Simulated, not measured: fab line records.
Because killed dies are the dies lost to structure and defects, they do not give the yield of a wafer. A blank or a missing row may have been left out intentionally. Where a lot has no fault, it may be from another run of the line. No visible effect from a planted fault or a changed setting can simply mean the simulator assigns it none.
Matching of chambers ; flow nand_harc ; pecvd-02 running NHARC_A_STAIRCASE_DEP_156: 3 sister chambers
The step deposits SiNx, target thk 50 nm. 16 wafers are shown with their chamber, then 8 later ones without.

## WAFERS PAIRED WITH THEIR CHAMBERS
wafer;chamber;heater_power_w (W);heater_power_outer_w (W)
L074.1;1;647;401
L074.2;0;813;464
L074.5;2;792;459
L077.3;2;758;439
L077.4;0;837;495
L077.6;2;760;429
L079.2;1;700;430
L079.3;0;805;434
L079.6;2;829;460
L081.1;1;715;438
L081.2;2;772;439
L081.4;0;799;435
L086.1;2;860;515
L086.4;2;858;512
L086.6;1;724;462
L088.2;2;785;439

SIGNATURES (means of the wafers above)
reading;chamber 0;chamber 1;chamber 2;scatter within a chamber
heater_power_w;813.50;696.50;801.75;35.7
heater_power_outer_w;457.00;432.75;461.50;30.9
Rule: a wafer lies at a distance from a chamber equal to the root of the sum of squares, over the readings, of (its reading less the chamber's mean, divided by the reading's scatter). The wafer belongs to the nearest chamber; if the next one is less than 2 further off, it can't be placed. How the scatter is found: for the shown wafers, subtract from each reading the mean of its chamber, square and add these, divide the total by (wafers less chambers), then take the root.

## WAFERS WHOSE CHAMBER IS MISSING
wafer;heater_power_w (W);heater_power_outer_w (W)
L088.3;661;405
L088.6;773;433
L089.1;757;468
L089.2;839;498
L089.5;749;466
L097.2;770;451
L097.4;867;476
L097.6;747;478

## THE CHAMBER EACH PASSED THROUGH
wafer;from the rows above;in truth
L088.3;1;1
L088.6;can't be placed: 2 or 0 or 1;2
L089.1;can't be placed: 2 or 0 or 1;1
L089.2;can't be placed: 0 or 2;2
L089.5;can't be placed: 2 or 1 or 0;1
L097.2;can't be placed: 2 or 0 or 1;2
L097.4;can't be placed: 0 or 2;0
L097.6;can't be placed: 2 or 0 or 1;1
Correctly placed: 1 of 8. Cannot be placed on the basis of these rows: 7; the candidates contain the true chamber in 7. Placed wrongly: 0.
